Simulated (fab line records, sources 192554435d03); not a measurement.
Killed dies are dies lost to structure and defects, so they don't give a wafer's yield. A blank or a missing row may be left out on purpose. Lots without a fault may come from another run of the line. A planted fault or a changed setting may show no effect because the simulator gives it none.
A struck lot beside a sound one | flow n5_finfet | 18 steps out of a route of 1938
Sound: wafers L233.2, L233.4, L233.5. Struck: wafer L249.1. (L249.3, L249.5 of the same lot were not struck and are left out.) The cause comes at the end.
At each step with rows: each side's tool, then ch and its chambers, then its first start. Under that, the readings that differ: sound wafers | struck wafers | difference of the means | sigmas: that difference in standard deviations of wafers without a fault.
alike: readings whose means differ by less than 2 such deviations, and words and numbers that are the same on both sides. not compared: withheld readings, readings that some wafer has no value for, bounds like >300 that may hide the same value, and numbers for which the record gives no deviation and whose values overlap.
The two part at a step that has a row with sigmas, a row that says differs or no value, or rows on one side only. Numbers that don't overlap but have no deviation are shown without sigmas and don't part them. A reading that every wafer of one side lacks parts them only if that side has two wafers or more.

N5_PASSIVATION_AL_ETCH_33: etches Al in Cl2/BCl3, stops on TaN, target depth 2800 nm, time 466.7 s.
  sound on rie_metal-03 ch 0,1, day 12 23:50; struck on rie_metal-02 ch 1, day 16 20:08
  alike: drypump_motor_current_A, oes_product_au, throttle_valve_pct
  not compared: rf_hours_counter_h
N5_PASSIVATION_ETCH_59: etches TaN in Cl2/BCl3, target depth 65 nm, time 34.9 s.
  sound on rie_metal-03 ch 0,1, day 13 00:14; struck on rie_metal-02 ch 1, day 16 20:32
  alike: drypump_motor_current_A, oes_product_au, throttle_valve_pct
  not compared: rf_hours_counter_h
N5_PASSIVATION_STRIP_34: strips in O2.
  sound on rie_diel-02 ch 0,2,3, day 13 00:22; struck on rie_diel-05 ch 0, day 16 20:49
  alike: drypump_motor_current_A, oes_product_au, rf_vpp_V, showerhead_plenum_p_Torr, throttle_valve_pct
  not compared: rf_hours_counter_h
then, 4 steps without rows for these wafers: N5_PASSIVATION_STRIP_51 (strips in post etch residue remover, time 1200 s); N5_PASSIVATION_CLEAN_69 (cleans in IPA, time 180 s); N5_PASSIVATION_SRD_70 (time 30 s); N5_PASSIVATION_PECVD_53 (deposits SiO2 from TEOS/O2, target thk 800 nm, time 169.4 s).
N5_PASSIVATION_PECVD_35: deposits SiNx from SiH4/NH3/N2, target thk 700 nm, time 151.3 s.
  sound on pecvd-03 ch 0,2, day 13 00:58; struck on pecvd-01 ch 2, day 16 21:26
  reading                | sound          | struck | difference | sigmas
  throttle_valve_pct (%) | 31.3 29.5 31.3 | 26.5   | -4.2       | -2
  alike: heater_power_w, showerhead_plenum_p_Torr, susceptor_temp_C
  not compared: since_wet_clean_h
then, 4 steps without rows for these wafers: N5_PASSIVATION_HMDS_37 (time 60 s); N5_PASSIVATION_COAT_38; N5_PASSIVATION_EBR_40; N5_PASSIVATION_SOFTBAKE_39 (time 120 s).
N5_PASSIVATION_EXPOSE_41: exposes mask PASS OPEN, defocus 0 nm, target cd 40000 nm.
  sound on krf_scanner-02 ch 0, day 13 01:22; struck on krf_scanner-01 ch 0, day 16 21:49
  alike: mask, exposure_dose_mJ_cm2
then, 3 steps without rows for these wafers: N5_PASSIVATION_PEB_42; N5_PASSIVATION_DEVELOP_43 (develop time 60 s); N5_PASSIVATION_HARDBAKE_45 (time 120 s).
N5_PASSIVATION_CD_MEAS_44: target cd 40000 nm.
  sound on cd_sem-01 ch 0, day 13 01:32; struck on cd_sem-03 ch 0, day 16 21:59
  reading    | sound             | struck | difference | sigmas
  cd_nm (nm) | 40006 40004 40004 | 40022  | +17        | +6
N5_PASSIVATION_OVL_MEAS_66:
  sound on overlay-02 ch 0, day 13 01:34; struck on overlay-01 ch 0, day 16 22:01
  alike: PASS_OPEN_OVL

WHERE THEY PART
First at N5_PASSIVATION_PECVD_35; last, within this record, at N5_PASSIVATION_CD_MEAS_44. Later steps at which nothing parts them and some readings are alike: N5_PASSIVATION_OVL_MEAS_66.

WHY: what the simulator had put in
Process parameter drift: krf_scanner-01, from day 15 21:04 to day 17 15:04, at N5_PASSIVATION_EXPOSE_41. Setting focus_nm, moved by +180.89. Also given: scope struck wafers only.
